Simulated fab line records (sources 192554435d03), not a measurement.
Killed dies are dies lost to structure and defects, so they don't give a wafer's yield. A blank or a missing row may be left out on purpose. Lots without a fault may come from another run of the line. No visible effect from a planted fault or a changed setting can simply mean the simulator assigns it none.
Chamber matching    flow n5Finfet    rieDiel-02 running N5_BEOL_M8_ETCH_66: 4 sister chambers
The step etches SOC in N2/H2, target depth 80 nm, overetch 16 nm, time 120 s. 18 wafers are shown with their chamber, then 9 later ones without.

## WAFERS, EACH WITH ITS CHAMBER
wafer   chamber  showerheadPlenumPTorr (Torr)  drypumpMotorCurrentA (A)  throttleValvePct (%)
L075.2  0        2.53                          5.4                       18.05
L075.4  1        2.48                          5.0                       17.86
L075.6  0        2.53                          5.4                       18.04
L082.1  1        2.47                          5.0                       17.88
L082.3  2        2.48                          5.1                       18.15
L082.5  1        2.47                          5.0                       17.90
L080.2  1        2.47                          5.1                       17.87
L080.5  0        2.53                          5.4                       18.06
L080.6  3        2.64                          5.4                       17.85
L085.1  0        2.53                          5.4                       18.07
L085.2  1        2.47                          5.1                       17.91
L085.6  1        2.47                          5.1                       17.90
L083.1  2        2.48                          5.1                       18.14
L083.3  3        2.64                          5.4                       17.85
L083.4  0        2.52                          5.4                       18.09
L087.3  2        2.48                          5.1                       18.15
L087.4  1        2.47                          5.1                       17.92
L087.5  2        2.48                          5.1                       18.14

SIGNATURES (means of the wafers above)
reading                chamber 0  chamber 1  chamber 2  chamber 3  scatter within a chamber
showerheadPlenumPTorr  2.5280     2.4714     2.4800     2.6400     0.00344
drypumpMotorCurrentA   5.400      5.057      5.100      5.400      0.035
throttleValvePct       18.0620    17.8914    18.1450    17.8500    0.0179
Rule: a wafer lies at a distance from a chamber equal to the root of the sum of squares, over the readings, of (its reading less the chamber's mean, divided by the reading's scatter). The wafer belongs to the nearest chamber; if the next one is less than 2 further off, it can't be placed. The scatter: the root of (the sum of the squares of (reading less its chamber's mean) over the shown wafers, divided by (wafers less chambers)).

## WAFERS WITH NO CHAMBER GIVEN
wafer   showerheadPlenumPTorr (Torr)  drypumpMotorCurrentA (A)  throttleValvePct (%)
L089.2  2.52                          5.4                       18.09
L089.3  2.48                          5.1                       18.16
L089.5  2.48                          5.1                       18.16
L090.3  2.47                          5.1                       17.91
L090.4  2.63                          5.4                       17.85
L090.5  2.63                          5.4                       17.88
L092.1  2.47                          5.1                       18.18
L092.2  2.52                          5.4                       18.12
L092.3  2.63                          5.4                       17.87

## THE CHAMBER EACH PASSED THROUGH
wafer   from the rows above  in truth
L089.2  0                    0
L089.3  2                    2
L089.5  2                    2
L090.3  1                    1
L090.4  3                    3
L090.5  3                    3
L092.1  2                    2
L092.2  0                    0
L092.3  3                    3
9 of 9 placed correctly. Can't be placed from these rows: 0. 0 placed wrongly.
